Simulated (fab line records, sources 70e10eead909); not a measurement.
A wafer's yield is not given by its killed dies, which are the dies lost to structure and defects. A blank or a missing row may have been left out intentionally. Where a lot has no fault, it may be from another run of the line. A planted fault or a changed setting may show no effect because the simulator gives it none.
Matching of chambers / flow nandHarc / 4 sister chambers for NHARC_A_STAIRCASE_STRIP_476 on rieDiel-12
The step strips in O2, time 20 s. 8 wafers are shown with their chamber, then 12 later ones without.

WAFERS, EACH WITH ITS CHAMBER
wafer=L084.2; chamber=1; drypumpMotorCurrentA (A)=6.0; showerheadPlenumPTorr (Torr)=3.69
wafer=L084.6; chamber=2; drypumpMotorCurrentA (A)=5.1; showerheadPlenumPTorr (Torr)=3.30
wafer=L088.1; chamber=0; drypumpMotorCurrentA (A)=6.4; showerheadPlenumPTorr (Torr)=3.39
wafer=L088.3; chamber=3; drypumpMotorCurrentA (A)=6.1; showerheadPlenumPTorr (Torr)=3.66
wafer=L088.6; chamber=2; drypumpMotorCurrentA (A)=5.2; showerheadPlenumPTorr (Torr)=3.29
wafer=L091.2; chamber=0; drypumpMotorCurrentA (A)=6.4; showerheadPlenumPTorr (Torr)=3.39
wafer=L091.3; chamber=3; drypumpMotorCurrentA (A)=6.1; showerheadPlenumPTorr (Torr)=3.65
wafer=L091.4; chamber=1; drypumpMotorCurrentA (A)=6.0; showerheadPlenumPTorr (Torr)=3.68

WAFERS MISSING THEIR CHAMBER
wafer=L092.1; drypumpMotorCurrentA (A)=6.1; showerheadPlenumPTorr (Torr)=3.65
wafer=L092.2; drypumpMotorCurrentA (A)=5.2; showerheadPlenumPTorr (Torr)=3.29
wafer=L092.3; drypumpMotorCurrentA (A)=6.0; showerheadPlenumPTorr (Torr)=3.68
wafer=L092.4; drypumpMotorCurrentA (A)=6.4; showerheadPlenumPTorr (Torr)=3.39
wafer=L092.5; drypumpMotorCurrentA (A)=6.0; showerheadPlenumPTorr (Torr)=3.68
wafer=L092.6; drypumpMotorCurrentA (A)=5.1; showerheadPlenumPTorr (Torr)=3.29
wafer=L090.1; drypumpMotorCurrentA (A)=6.4; showerheadPlenumPTorr (Torr)=3.39
wafer=L090.2; drypumpMotorCurrentA (A)=6.0; showerheadPlenumPTorr (Torr)=3.68
wafer=L090.5; drypumpMotorCurrentA (A)=6.1; showerheadPlenumPTorr (Torr)=3.65
wafer=L094.1; drypumpMotorCurrentA (A)=6.1; showerheadPlenumPTorr (Torr)=3.65
wafer=L094.2; drypumpMotorCurrentA (A)=6.0; showerheadPlenumPTorr (Torr)=3.68
wafer=L094.3; drypumpMotorCurrentA (A)=5.2; showerheadPlenumPTorr (Torr)=3.29

WHICH CHAMBER EACH WENT THROUGH
wafer=L092.1; from the rows above=3; in truth=3
wafer=L092.2; from the rows above=2; in truth=2
wafer=L092.3; from the rows above=1; in truth=1
wafer=L092.4; from the rows above=0; in truth=0
wafer=L092.5; from the rows above=1; in truth=1
wafer=L092.6; from the rows above=2; in truth=2
wafer=L090.1; from the rows above=0; in truth=0
wafer=L090.2; from the rows above=1; in truth=1
wafer=L090.5; from the rows above=3; in truth=3
wafer=L094.1; from the rows above=3; in truth=3
wafer=L094.2; from the rows above=1; in truth=1
wafer=L094.3; from the rows above=2; in truth=2
Correct placement for 12 of the 12. From these rows, 0 cannot be placed. Number placed wrongly: 0.
How it was worked out, from the rows above alone: a wafer's distance from a chamber is the root of the sum, over the readings, of the square of ((its reading less the chamber's mean) divided by the reading's scatter). The wafer belongs to the nearest chamber; if the next one is less than 2 further off, it can't be placed. The mean given for a chamber averages the wafers shown for that chamber. How the scatter is found: for the shown wafers, subtract from each reading the mean of its chamber, square and add these, divide the total by (wafers less chambers), then take the root.
